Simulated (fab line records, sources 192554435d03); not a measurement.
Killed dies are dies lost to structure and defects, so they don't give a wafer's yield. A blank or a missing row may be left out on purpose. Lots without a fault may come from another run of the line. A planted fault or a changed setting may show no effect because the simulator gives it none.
Chamber matching | flow n5_finfet | N5_BEOL_M0_CO_CAP_123 on cvd_co-01: 3 sister chambers
The step material Co, precursor CCTBA/H2, target thk 2 nm, time 102.1 s. 6 wafers are shown with their chamber, then 11 later ones without.

WAFERS WITH THEIR CHAMBER
wafer  | chamber | heater_power_w (W) | susceptor_temp_C (C)
L086.4 | 2       | 254                | 200.07
L086.6 | 0       | 234                | 199.75
L087.1 | 0       | 231                | 199.96
L087.2 | 1       | 234                | 200.12
L087.3 | 2       | 242                | 200.22
L093.1 | 1       | 235                | 199.93

WAFERS WITHOUT THEIR CHAMBER
wafer  | heater_power_w (W) | susceptor_temp_C (C)
L093.4 | 236                | 200.08
L093.6 | 239                | 199.95
L094.2 | 233                | 199.87
L094.3 | 237                | 200.12
L094.6 | 235                | 199.92
L095.2 | 243                | 199.93
L095.4 | 232                | 200.38
L095.5 | 245                | 199.77
L096.3 | 240                | 200.13
L096.4 | 237                | 199.96
L096.6 | 246                | 199.97

WHICH CHAMBER EACH WENT THROUGH
wafer  | from the rows above          | in truth
L093.4 | can't be placed: 1 or 0 or 2 | 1
L093.6 | can't be placed: 1 or 0 or 2 | 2
L094.2 | can't be placed: 0 or 1      | 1
L094.3 | can't be placed: 1 or 2 or 0 | 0
L094.6 | can't be placed: 0 or 1      | 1
L095.2 | can't be placed: 1 or 2 or 0 | 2
L095.4 | can't be placed: 1 or 2 or 0 | 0
L095.5 | can't be placed: 0 or 1 or 2 | 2
L096.3 | can't be placed: 1 or 2 or 0 | 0
L096.4 | can't be placed: 1 or 0 or 2 | 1
L096.6 | can't be placed: 2 or 1 or 0 | 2
Placed correctly: 0 of 11. Can't be placed from these rows: 11 (the true chamber is among the candidates in 11). Placed wrongly: 0.
How it was worked out, from the rows above alone: a wafer's distance from a chamber is the root of the sum, over the readings, of the square of ((its reading less the chamber's mean) divided by the reading's scatter). The wafer belongs to the nearest chamber; if the next one is less than 2 further off, it can't be placed. A chamber's mean is the mean of its shown wafers. The scatter: the root of (the sum of the squares of (reading less its chamber's mean) over the shown wafers, divided by (wafers less chambers)).
